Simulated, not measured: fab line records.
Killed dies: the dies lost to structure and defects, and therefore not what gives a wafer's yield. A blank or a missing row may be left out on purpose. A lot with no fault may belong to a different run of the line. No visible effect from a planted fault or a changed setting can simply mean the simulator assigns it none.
fab line records / flow n5_finfet / part 2 of 2: steps 17 to 23 of 23
record: lots: 5 wafers: 15 last_day: 18
route steps=1938 shown BEOL_M0_SAQP@649
lots that met no fault: from a run of the same line without faults
start_h: the number of hours between the record's first day and the start of the first shown wafer of the lot / wait_h: time in hours since the lot's previous step / " identical to the entry in the row above / L1.1+2: a single row standing in for several wafers / - no value, or no start given / * or withheld: withheld / < > ~ a bound
route shown NAME@n: names a module that has steps shown in the file, with the first one's number in the route / usual: mean/standard deviation taken from wafers without a fault / same: alike in all rows / chamber/n: place in a boat / sites: per-site readings / _std_site: their standard deviation / _edge_site: the outer-site mean with the inner-site mean subtracted / radius_mm: for every site, how far away it sits from the centre of the wafer / mask NAME#n: copy n / behind: the most recent tool/chamber to have shaped the wafer / hold: why the lot was held/for how many hours/how that ended / device: the n, p or np transistor that did not switch / end of line: tests of these same wafers at the route's end / step lacking rows: just its recipe / killed: dies that structure and defects cost at the first sort, which is not the same as the wafer's yield / map: a wafer's dies, marking killed ones x, the rest . and places with no die _
set.NAME: the setting as run; set.NAME@STEP: as run at that earlier step / model.NAME: the simulator's own value behind a step, which no gauge read
lots at some steps of the route; a table a step, a row a wafer
services: the hour from which a tool's chamber was out of use, counted from the record's first day as start_h (under 0 if before that day), plus the number of hours and why
== steps ==
step: N5_BEOL_M0_SAQP_MANDREL1_REMOVE_100
recipe: chemistry: HBr/Cl2/O2 bt_time_s: 10 target: a-Si stop_on: SiNx endpoint: OES-SiCl over_etch_frac: 0.85 icp_w: 600 bias_w: 30 HBr_flow_sccm: 150 Cl2_flow_sccm: 80 O2_flow_sccm: 5 pressure_mtorr: 10
usual: bias_w: 29.99/0.11 drypump_motor_current_A: 5.7/0.43 oes_product_au: 1.005/0.017 throttle_valve_pct: 36.85/0.23
lot.wafer=L079.1 tool=rie_si-05 chamber=2 start_h=139.67 wait_h=0.1 bias_w=29.99 drypump_motor_current_A=6.3 oes_product_au=1.001 rf_hours_counter_h=33 throttle_valve_pct=36.65
lot.wafer=L079.3 tool=rie_si-05 chamber=3 start_h=139.67 wait_h=0.1 bias_w=30.09 drypump_motor_current_A=5.3 oes_product_au=0.982 rf_hours_counter_h=190 throttle_valve_pct=37.26
lot.wafer=L079.4 tool=rie_si-05 chamber=1 start_h=139.67 wait_h=0.1 bias_w=29.92 drypump_motor_current_A=5.9 oes_product_au=1.024 rf_hours_counter_h=36 throttle_valve_pct=36.70
lot.wafer=L081.2 tool=rie_si-05 chamber=1 start_h=154.20 wait_h=0.1 bias_w=29.90 drypump_motor_current_A=5.9 oes_product_au=1.028 rf_hours_counter_h=36 throttle_valve_pct=36.70
lot.wafer=L081.3 tool=rie_si-05 chamber=0 start_h=154.20 wait_h=0.1 bias_w=29.97 drypump_motor_current_A=5.6 oes_product_au=1.022 rf_hours_counter_h=193 throttle_valve_pct=36.62
lot.wafer=L081.5 tool=rie_si-05 chamber=0 start_h=154.20 wait_h=0.1 bias_w=29.99 drypump_motor_current_A=5.6 oes_product_au=1.008 rf_hours_counter_h=- throttle_valve_pct=36.63
lot.wafer=L084.2 tool=rie_si-04 chamber=0 start_h=177.43 wait_h=0.1 bias_w=29.99 drypump_motor_current_A=5.6 oes_product_au=1.010 rf_hours_counter_h=168 throttle_valve_pct=37.25
lot.wafer=L084.3 tool=rie_si-04 chamber=2 start_h=177.43 wait_h=0.1 bias_w=30.13 drypump_motor_current_A=5.8 oes_product_au=0.990 rf_hours_counter_h=112 throttle_valve_pct=37.16
lot.wafer=L084.4 tool=rie_si-04 chamber=3 start_h=177.43 wait_h=0.1 bias_w=29.86 drypump_motor_current_A=5.4 oes_product_au=1.027 rf_hours_counter_h=73 throttle_valve_pct=36.65
lot.wafer=L092.4 tool=rie_si-01 chamber=1 start_h=223.04 wait_h=0.1 bias_w=29.84 drypump_motor_current_A=5.9 oes_product_au=1.019 rf_hours_counter_h=29 throttle_valve_pct=36.69
lot.wafer=L092.5 tool=rie_si-01 chamber=2 start_h=223.04 wait_h=0.1 bias_w=30.07 drypump_motor_current_A=6.5 oes_product_au=1.027 rf_hours_counter_h=- throttle_valve_pct=36.76
lot.wafer=L092.6 tool=rie_si-01 chamber=1 start_h=223.04 wait_h=0.1 bias_w=29.75 drypump_motor_current_A=5.9 oes_product_au=1.007 rf_hours_counter_h=- throttle_valve_pct=36.70
lot.wafer=L096.1 tool=rie_si-01 chamber=1 start_h=248.93 wait_h=0.1 bias_w=29.83 drypump_motor_current_A=5.9 oes_product_au=0.999 rf_hours_counter_h=30 throttle_valve_pct=36.69
lot.wafer=L096.4 tool=rie_si-01 chamber=0 start_h=248.93 wait_h=0.1 bias_w=29.88 drypump_motor_current_A=4.8 oes_product_au=0.981 rf_hours_counter_h=107 throttle_valve_pct=37.03
lot.wafer=L096.5 tool=rie_si-01 chamber=2 start_h=248.93 wait_h=0.1 bias_w=30.11 drypump_motor_current_A=6.5 oes_product_au=1.020 rf_hours_counter_h=- throttle_valve_pct=36.77
step: N5_BEOL_M0_SAQP_CD_MEAS_25
recipe: target_cd_nm: 13.1 landing_energy_ev: 1000 detector: se_inlens
usual: cd_nm: 12.83/0.21
lot.wafer=L079.1 tool=cd_sem-03 chamber=0 start_h=139.78 wait_h=0.1 cd_nm=12.63
lot.wafer=L079.3 tool=cd_sem-03 chamber=0 start_h=139.78 wait_h=0.1 cd_nm=12.84
lot.wafer=L079.4 tool=cd_sem-03 chamber=0 start_h=139.78 wait_h=0.1 cd_nm=12.90
lot.wafer=L081.2 tool=cd_sem-03 chamber=0 start_h=154.31 wait_h=0.1 cd_nm=12.64
lot.wafer=L081.3 tool=cd_sem-03 chamber=0 start_h=154.31 wait_h=0.1 cd_nm=12.57
lot.wafer=L081.5 tool=cd_sem-03 chamber=0 start_h=154.31 wait_h=0.1 cd_nm=12.86
lot.wafer=L084.2 tool=cd_sem-01 chamber=0 start_h=177.54 wait_h=0.1 cd_nm=12.68
lot.wafer=L084.3 tool=cd_sem-01 chamber=0 start_h=177.54 wait_h=0.1 cd_nm=12.68
lot.wafer=L084.4 tool=cd_sem-01 chamber=0 start_h=177.54 wait_h=0.1 cd_nm=12.87
lot.wafer=L092.4 tool=cd_sem-01 chamber=0 start_h=223.15 wait_h=0.1 cd_nm=13.06
lot.wafer=L092.5 tool=cd_sem-01 chamber=0 start_h=223.15 wait_h=0.1 cd_nm=13.04
lot.wafer=L092.6 tool=cd_sem-01 chamber=0 start_h=223.15 wait_h=0.1 cd_nm=12.71
lot.wafer=L096.1 tool=cd_sem-02 chamber=0 start_h=249.04 wait_h=0.1 cd_nm=13.20
lot.wafer=L096.4 tool=cd_sem-02 chamber=0 start_h=249.04 wait_h=0.1 cd_nm=12.92
lot.wafer=L096.5 tool=cd_sem-02 chamber=0 start_h=249.04 wait_h=0.1 cd_nm=13.16
step: N5_BEOL_M0_SAQP_ETCH_101
recipe: chemistry: CH3F/O2 target: SiNx mask_material: SiO2 target_depth_a: 299 time_s: 42.7 pressure_mtorr: 30 source_w: 395 bias_w: 73 Ar_flow_sccm: 150 CH3F_flow_sccm: 30 O2_flow_sccm: 20 ion_energy_ev: 120
usual: bias_w: 73.00/0.21 drypump_motor_current_A: 5.6/0.4 oes_product_au: 0.75/0.059 rf_vpp_V: 298/6 showerhead_plenum_p_Torr: 2.00/0.049 throttle_valve_pct: 16.44/0.15
same: time_s: 42.7
lot.wafer=L079.1 tool=rie_diel-03 chamber=3 start_h=139.88 wait_h=0.1 bias_w=73.12 drypump_motor_current_A=5.6 oes_product_au=0.78 rf_hours_counter_h=148 rf_vpp_V=308 showerhead_plenum_p_Torr=2.09 throttle_valve_pct=16.68
lot.wafer=L079.3 tool=rie_diel-03 chamber=1 start_h=139.88 wait_h=0.1 bias_w=73.49 drypump_motor_current_A=5.1 oes_product_au=0.77 rf_hours_counter_h=141 rf_vpp_V=303 showerhead_plenum_p_Torr=2.00 throttle_valve_pct=16.37
lot.wafer=L079.4 tool=rie_diel-03 chamber=0 start_h=139.88 wait_h=0.1 bias_w=73.00 drypump_motor_current_A=5.4 oes_product_au=0.87 rf_hours_counter_h=45 rf_vpp_V=296 showerhead_plenum_p_Torr=1.95 throttle_valve_pct=16.27
lot.wafer=L081.2 tool=rie_diel-03 chamber=0 start_h=154.35 wait_h=0.0 bias_w=73.05 drypump_motor_current_A=5.4 oes_product_au=0.86 rf_hours_counter_h=49 rf_vpp_V=296 showerhead_plenum_p_Torr=1.95 throttle_valve_pct=16.27
lot.wafer=L081.3 tool=rie_diel-03 chamber=1 start_h=154.35 wait_h=0.0 bias_w=72.92 drypump_motor_current_A=5.1 oes_product_au=0.77 rf_hours_counter_h=145 rf_vpp_V=304 showerhead_plenum_p_Torr=2.00 throttle_valve_pct=16.39
lot.wafer=L081.5 tool=rie_diel-03 chamber=3 start_h=154.35 wait_h=0.0 bias_w=73.16 drypump_motor_current_A=5.6 oes_product_au=0.78 rf_hours_counter_h=- rf_vpp_V=306 showerhead_plenum_p_Torr=2.08 throttle_valve_pct=16.70
lot.wafer=L084.2 tool=rie_diel-05 chamber=2 start_h=177.58 wait_h=0.0 bias_w=72.92 drypump_motor_current_A=5.3 oes_product_au=0.73 rf_hours_counter_h=176 rf_vpp_V=288 showerhead_plenum_p_Torr=2.00 throttle_valve_pct=16.31
lot.wafer=L084.3 tool=rie_diel-05 chamber=3 start_h=177.58 wait_h=0.0 bias_w=73.46 drypump_motor_current_A=5.8 oes_product_au=0.75 rf_hours_counter_h=163 rf_vpp_V=302 showerhead_plenum_p_Torr=1.98 throttle_valve_pct=16.41
lot.wafer=L084.4 tool=rie_diel-05 chamber=1 start_h=177.58 wait_h=0.0 bias_w=73.05 drypump_motor_current_A=5.5 oes_product_au=0.70 rf_hours_counter_h=190 rf_vpp_V=292 showerhead_plenum_p_Torr=1.98 throttle_valve_pct=16.44
lot.wafer=L092.4 tool=rie_diel-04 chamber=3 start_h=223.27 wait_h=0.1 bias_w=72.98 drypump_motor_current_A=4.9 oes_product_au=0.67 rf_hours_counter_h=248 rf_vpp_V=290 showerhead_plenum_p_Torr=1.97 throttle_valve_pct=16.63
lot.wafer=L092.5 tool=rie_diel-04 chamber=2 start_h=223.27 wait_h=0.1 bias_w=73.08 drypump_motor_current_A=6.5 oes_product_au=0.69 rf_hours_counter_h=- rf_vpp_V=298 showerhead_plenum_p_Torr=1.90 throttle_valve_pct=16.45
lot.wafer=L092.6 tool=rie_diel-04 chamber=1 start_h=223.27 wait_h=0.1 bias_w=73.17 drypump_motor_current_A=5.5 oes_product_au=0.77 rf_hours_counter_h=- rf_vpp_V=288 showerhead_plenum_p_Torr=2.01 throttle_valve_pct=16.65
lot.wafer=L096.1 tool=rie_diel-03 chamber=0 start_h=249.08 wait_h=0.0 bias_w=72.88 drypump_motor_current_A=5.5 oes_product_au=0.83 rf_hours_counter_h=77 rf_vpp_V=297 showerhead_plenum_p_Torr=1.94 throttle_valve_pct=16.34
lot.wafer=L096.4 tool=rie_diel-03 chamber=1 start_h=249.08 wait_h=0.0 bias_w=73.22 drypump_motor_current_A=5.1 oes_product_au=0.75 rf_hours_counter_h=171 rf_vpp_V=303 showerhead_plenum_p_Torr=1.99 throttle_valve_pct=16.41
lot.wafer=L096.5 tool=rie_diel-03 chamber=1 start_h=249.08 wait_h=0.0 bias_w=72.89 drypump_motor_current_A=5.1 oes_product_au=0.75 rf_hours_counter_h=- rf_vpp_V=303 showerhead_plenum_p_Torr=1.99 throttle_valve_pct=16.42
step: N5_BEOL_M0_SAQP_ETCH_102
recipe: chemistry: CF4 target: SiO2 target_depth_a: 40 ion_energy_ev: 350 time_s: 4.4 pressure_mtorr: 10 icp_w: 800 bias_w: 400 cf4_flow_sccm: 80
usual: bias_w: 400.0/1.2 drypump_motor_current_A: 5.7/0.42 oes_product_au: 1.002/0.019 throttle_valve_pct: 21.79/0.25
same: time_s: 4.4
lot.wafer=L079.1 tool=rie_si-05 chamber=3 start_h=139.98 wait_h=0.1 bias_w=401.0 drypump_motor_current_A=5.3 oes_product_au=0.995 rf_hours_counter_h=190 throttle_valve_pct=22.08
lot.wafer=L079.3 tool=rie_si-05 chamber=1 start_h=139.98 wait_h=0.1 bias_w=402.4 drypump_motor_current_A=5.9 oes_product_au=1.011 rf_hours_counter_h=36 throttle_valve_pct=21.48
lot.wafer=L079.4 tool=rie_si-05 chamber=2 start_h=139.98 wait_h=0.1 bias_w=399.6 drypump_motor_current_A=6.2 oes_product_au=0.995 rf_hours_counter_h=33 throttle_valve_pct=21.48
lot.wafer=L081.2 tool=rie_si-01 chamber=1 start_h=154.46 wait_h=0.1 bias_w=399.0 drypump_motor_current_A=5.9 oes_product_au=1.015 rf_hours_counter_h=28 throttle_valve_pct=21.58
lot.wafer=L081.3 tool=rie_si-01 chamber=0 start_h=154.46 wait_h=0.1 bias_w=402.8 drypump_motor_current_A=4.8 oes_product_au=0.992 rf_hours_counter_h=105 throttle_valve_pct=22.07
lot.wafer=L081.5 tool=rie_si-01 chamber=2 start_h=154.46 wait_h=0.1 bias_w=400.4 drypump_motor_current_A=6.5 oes_product_au=1.033 rf_hours_counter_h=- throttle_valve_pct=21.98
lot.wafer=L084.2 tool=rie_si-05 chamber=3 start_h=177.69 wait_h=0.1 bias_w=399.2 drypump_motor_current_A=5.3 oes_product_au=0.989 rf_hours_counter_h=191 throttle_valve_pct=22.08
lot.wafer=L084.3 tool=rie_si-05 chamber=0 start_h=177.69 wait_h=0.1 bias_w=398.2 drypump_motor_current_A=5.6 oes_product_au=0.959 rf_hours_counter_h=0 throttle_valve_pct=21.58
lot.wafer=L084.4 tool=rie_si-05 chamber=1 start_h=177.69 wait_h=0.1 bias_w=400.7 drypump_motor_current_A=5.9 oes_product_au=1.017 rf_hours_counter_h=36 throttle_valve_pct=21.49
lot.wafer=L092.4 tool=rie_si-05 chamber=1 start_h=223.37 wait_h=0.1 bias_w=399.5 drypump_motor_current_A=5.9 oes_product_au=1.018 rf_hours_counter_h=37 throttle_valve_pct=21.48
lot.wafer=L092.5 tool=rie_si-05 chamber=3 start_h=223.37 wait_h=0.1 bias_w=402.8 drypump_motor_current_A=5.3 oes_product_au=1.005 rf_hours_counter_h=- throttle_valve_pct=21.72
lot.wafer=L092.6 tool=rie_si-05 chamber=0 start_h=223.37 wait_h=0.1 bias_w=400.8 drypump_motor_current_A=5.6 oes_product_au=0.971 rf_hours_counter_h=- throttle_valve_pct=21.59
lot.wafer=L096.1 tool=rie_si-04 chamber=2 start_h=249.19 wait_h=0.1 bias_w=400.6 drypump_motor_current_A=5.8 oes_product_au=0.991 rf_hours_counter_h=113 throttle_valve_pct=22.14
lot.wafer=L096.4 tool=rie_si-04 chamber=1 start_h=249.19 wait_h=0.1 bias_w=399.2 drypump_motor_current_A=5.7 oes_product_au=1.009 rf_hours_counter_h=162 throttle_valve_pct=21.90
lot.wafer=L096.5 tool=rie_si-04 chamber=0 start_h=249.19 wait_h=0.1 bias_w=399.5 drypump_motor_current_A=5.6 oes_product_au=1.018 rf_hours_counter_h=- throttle_valve_pct=22.14
step: N5_BEOL_M0_SAQP_MANDREL_ETCH_103
recipe: chemistry: HBr/Cl2 target: a-Si target_depth_a: 450 bt_time_s: 10 stop_on: SiCN mask_material: SiO2 over_etch_frac: 0.8 time_s: 27 pressure_mtorr: 10 icp_w: 800 bias_w: 75 HBr_flow_sccm: 150 Cl2_flow_sccm: 80 ends: end_point
usual: bias_w: 74.99/0.23 drypump_motor_current_A: 5.7/0.42 oes_product_au: 0.684/0.012 throttle_valve_pct: 35.53/0.24
lot.wafer=L079.1 tool=rie_si-05 chamber=3 start_h=140.02 wait_h=0.0 bias_w=75.35 drypump_motor_current_A=5.3 oes_product_au=0.681 rf_hours_counter_h=190 throttle_valve_pct=35.97
lot.wafer=L079.3 tool=rie_si-05 chamber=1 start_h=140.02 wait_h=0.0 bias_w=75.07 drypump_motor_current_A=6.0 oes_product_au=0.700 rf_hours_counter_h=36 throttle_valve_pct=35.43
lot.wafer=L079.4 tool=rie_si-05 chamber=2 start_h=140.02 wait_h=0.0 bias_w=74.73 drypump_motor_current_A=6.3 oes_product_au=0.697 rf_hours_counter_h=33 throttle_valve_pct=35.36
lot.wafer=L081.2 tool=rie_si-01 chamber=1 start_h=154.49 wait_h=0.0 bias_w=74.96 drypump_motor_current_A=5.9 oes_product_au=0.680 rf_hours_counter_h=28 throttle_valve_pct=35.43
lot.wafer=L081.3 tool=rie_si-01 chamber=0 start_h=154.49 wait_h=0.0 bias_w=75.29 drypump_motor_current_A=4.8 oes_product_au=0.672 rf_hours_counter_h=105 throttle_valve_pct=35.75
lot.wafer=L081.5 tool=rie_si-01 chamber=2 start_h=154.49 wait_h=0.0 bias_w=74.98 drypump_motor_current_A=6.5 oes_product_au=0.699 rf_hours_counter_h=- throttle_valve_pct=35.49
lot.wafer=L084.2 tool=rie_si-05 chamber=3 start_h=177.72 wait_h=0.0 bias_w=74.85 drypump_motor_current_A=5.3 oes_product_au=0.673 rf_hours_counter_h=191 throttle_valve_pct=35.99
lot.wafer=L084.3 tool=rie_si-05 chamber=0 start_h=177.72 wait_h=0.0 bias_w=75.04 drypump_motor_current_A=5.6 oes_product_au=0.674 rf_hours_counter_h=0 throttle_valve_pct=35.15
lot.wafer=L084.4 tool=rie_si-05 chamber=1 start_h=177.72 wait_h=0.0 bias_w=74.94 drypump_motor_current_A=5.9 oes_product_au=0.700 rf_hours_counter_h=36 throttle_valve_pct=35.44
lot.wafer=L092.4 tool=rie_si-05 chamber=1 start_h=223.41 wait_h=0.0 bias_w=75.04 drypump_motor_current_A=5.9 oes_product_au=0.701 rf_hours_counter_h=37 throttle_valve_pct=35.41
lot.wafer=L092.5 tool=rie_si-05 chamber=3 start_h=223.41 wait_h=0.0 bias_w=74.92 drypump_motor_current_A=5.3 oes_product_au=0.699 rf_hours_counter_h=- throttle_valve_pct=35.37
lot.wafer=L092.6 tool=rie_si-05 chamber=0 start_h=223.41 wait_h=0.0 bias_w=75.18 drypump_motor_current_A=5.6 oes_product_au=0.669 rf_hours_counter_h=- throttle_valve_pct=35.13
lot.wafer=L096.1 tool=rie_si-04 chamber=2 start_h=249.22 wait_h=0.0 bias_w=75.01 drypump_motor_current_A=5.7 oes_product_au=0.668 rf_hours_counter_h=113 throttle_valve_pct=35.91
lot.wafer=L096.4 tool=rie_si-04 chamber=1 start_h=249.22 wait_h=0.0 bias_w=75.23 drypump_motor_current_A=5.7 oes_product_au=0.695 rf_hours_counter_h=162 throttle_valve_pct=35.51
lot.wafer=L096.5 tool=rie_si-04 chamber=0 start_h=249.22 wait_h=0.0 bias_w=74.94 drypump_motor_current_A=5.7 oes_product_au=0.690 rf_hours_counter_h=- throttle_valve_pct=35.97
step: N5_BEOL_M0_SAQP_RECESS_104
recipe: chemistry: HF/NH3 target: SiO2 target_depth_a: 180 afs_cycles: 3 temp_c: 30 sublimation_temp_c: 180 sublimation_time_s: 60
usual: drypump_motor_current_A: 6.0/0.31
lot.wafer=L079.1 tool=vapor_etch-01 chamber=0 start_h=140.10 wait_h=0.1 drypump_motor_current_A=6.2
lot.wafer=L079.3 tool=vapor_etch-01 chamber=0 start_h=140.10 wait_h=0.1 drypump_motor_current_A=6.2
lot.wafer=L079.4 tool=vapor_etch-01 chamber=1 start_h=140.10 wait_h=0.1 drypump_motor_current_A=5.7
lot.wafer=L081.2 tool=vapor_etch-02 chamber=0 start_h=154.57 wait_h=0.1 drypump_motor_current_A=6.4
lot.wafer=L081.3 tool=vapor_etch-02 chamber=0 start_h=154.57 wait_h=0.1 drypump_motor_current_A=6.4
lot.wafer=L081.5 tool=vapor_etch-02 chamber=0 start_h=154.57 wait_h=0.1 drypump_motor_current_A=6.4
lot.wafer=L084.2 tool=vapor_etch-01 chamber=0 start_h=177.80 wait_h=0.1 drypump_motor_current_A=6.2
lot.wafer=L084.3 tool=vapor_etch-01 chamber=0 start_h=177.80 wait_h=0.1 drypump_motor_current_A=6.2
lot.wafer=L084.4 tool=vapor_etch-01 chamber=1 start_h=177.80 wait_h=0.1 drypump_motor_current_A=5.7
lot.wafer=L092.4 tool=vapor_etch-02 chamber=1 start_h=223.61 wait_h=0.2 drypump_motor_current_A=5.7
lot.wafer=L092.5 tool=vapor_etch-02 chamber=1 start_h=223.61 wait_h=0.2 drypump_motor_current_A=5.7
lot.wafer=L092.6 tool=vapor_etch-02 chamber=0 start_h=223.61 wait_h=0.2 drypump_motor_current_A=6.4
lot.wafer=L096.1 tool=vapor_etch-02 chamber=1 start_h=249.30 wait_h=0.1 drypump_motor_current_A=5.7
lot.wafer=L096.4 tool=vapor_etch-02 chamber=1 start_h=249.30 wait_h=0.1 drypump_motor_current_A=5.7
lot.wafer=L096.5 tool=vapor_etch-02 chamber=0 start_h=249.30 wait_h=0.1 drypump_motor_current_A=6.4
step: N5_BEOL_M0_SAQP_COAT_105
recipe: resist: SOC temp_c: 250 time_s: 60 spin_rpm: 1500 resist_thk_nm: 100
same: time_s: 60
lot.wafer=L079.1+3+4 tool=litho_track-03 chamber=0 start_h=140.48 wait_h=0.3
lot.wafer=L081.2+3+5 tool=litho_track-04 chamber=0 start_h=154.96 wait_h=0.3
lot.wafer=L084.2+3+4 tool=litho_track-01 chamber=0 start_h=178.19 wait_h=0.3
lot.wafer=L092.4+5+6 tool=litho_track-03 chamber=0 start_h=223.88 wait_h=0.2
lot.wafer=L096.1+4+5 tool=litho_track-01 chamber=0 start_h=249.68 wait_h=0.3
== services ==
tool=rie_si-05 chamber=1 start_h=114.00 hours=6.8 kind=repair
tool=rie_diel-04 chamber=- start_h=118.88 hours=14.6 kind=pm
tool=vapor_etch-02 chamber=- start_h=122.94 hours=15.6 kind=pm
tool=ald_sin-04 chamber=0 start_h=125.72 hours=10.5 kind=repair
tool=vapor_etch-01 chamber=- start_h=131.62 hours=0.8 kind=repair
tool=vapor_etch-02 chamber=1 start_h=142.89 hours=8.8 kind=repair
tool=rie_si-05 chamber=0 start_h=154.63 hours=- kind=clean
tool=rie_si-05 chamber=0 start_h=154.63 hours=12.6 kind=scheduled_down
tool=rie_si-05 chamber=0 start_h=154.63 hours=12.6 kind=vent_cycle
tool=rie_diel-04 chamber=3 start_h=164.80 hours=1.4 kind=repair
tool=rie_si-05 chamber=3 start_h=177.78 hours=- kind=clean
tool=rie_si-05 chamber=3 start_h=177.78 hours=18.0 kind=scheduled_down
tool=rie_diel-03 chamber=2 start_h=186.93 hours=- kind=clean
tool=rie_diel-03 chamber=2 start_h=186.93 hours=- kind=consumable_replace:focus_ring
tool=rie_diel-03 chamber=2 start_h=186.93 hours=16.4 kind=scheduled_down
tool=rie_diel-03 chamber=2 start_h=186.93 hours=16.4 kind=vent_cycle
tool=rie_diel-03 chamber=1 start_h=194.09 hours=2.4 kind=repair
tool=rie_diel-04 chamber=3 start_h=230.43 hours=- kind=clean
tool=rie_diel-04 chamber=3 start_h=230.43 hours=- kind=consumable_replace:focus_ring
tool=rie_diel-04 chamber=3 start_h=230.43 hours=24.4 kind=scheduled_down
tool=rie_diel-04 chamber=3 start_h=230.43 hours=24.4 kind=vent_cycle
tool=ald_sin-04 chamber=1 start_h=232.00 hours=10.4 kind=repair
tool=rie_diel-03 chamber=1 start_h=238.76 hours=4.5 kind=repair
tool=ald_sin-04 chamber=3 start_h=238.99 hours=12.5 kind=repair
